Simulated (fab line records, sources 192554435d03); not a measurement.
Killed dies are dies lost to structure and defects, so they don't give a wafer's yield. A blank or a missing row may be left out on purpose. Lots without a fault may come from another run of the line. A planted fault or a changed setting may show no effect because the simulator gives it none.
Chamber matching | flow n5_finfet | N5_BEOL_M2_PRE_CLEAN_60 on cvd_co-01: 3 sister chambers
The step time 15 s. 6 wafers are shown with their chamber, then 7 later ones without.

WAFERS WITH THEIR CHAMBER
wafer  | chamber | heater_power_w (W)
L078.5 | 1       | 94
L085.3 | 1       | 92
L087.3 | 2       | 96
L087.5 | 0       | 66
L092.1 | 2       | 98
L092.2 | 0       | 66

WAFERS WITHOUT THEIR CHAMBER
wafer  | heater_power_w (W)
L092.4 | 98
L094.2 | 101
L094.5 | 65
L094.6 | 92
L097.1 | 66
L097.2 | 95
L097.6 | 97

WHICH CHAMBER EACH WENT THROUGH
wafer  | from the rows above     | in truth
L092.4 | 2                       | 2
L094.2 | 2                       | 2
L094.5 | 0                       | 0
L094.6 | 1                       | 1
L097.1 | 0                       | 0
L097.2 | can't be placed: 1 or 2 | 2
L097.6 | 2                       | 2
Placed correctly: 6 of 7. Can't be placed from these rows: 1 (the true chamber is among the candidates in 1). Placed wrongly: 0.
How it was worked out, from the rows above alone: a wafer's distance from a chamber is the root of the sum, over the readings, of the square of ((its reading less the chamber's mean) divided by the reading's scatter). The wafer belongs to the nearest chamber; if the next one is less than 2 further off, it can't be placed. A chamber's mean is the mean of its shown wafers. The scatter: the root of (the sum of the squares of (reading less its chamber's mean) over the shown wafers, divided by (wafers less chambers)).
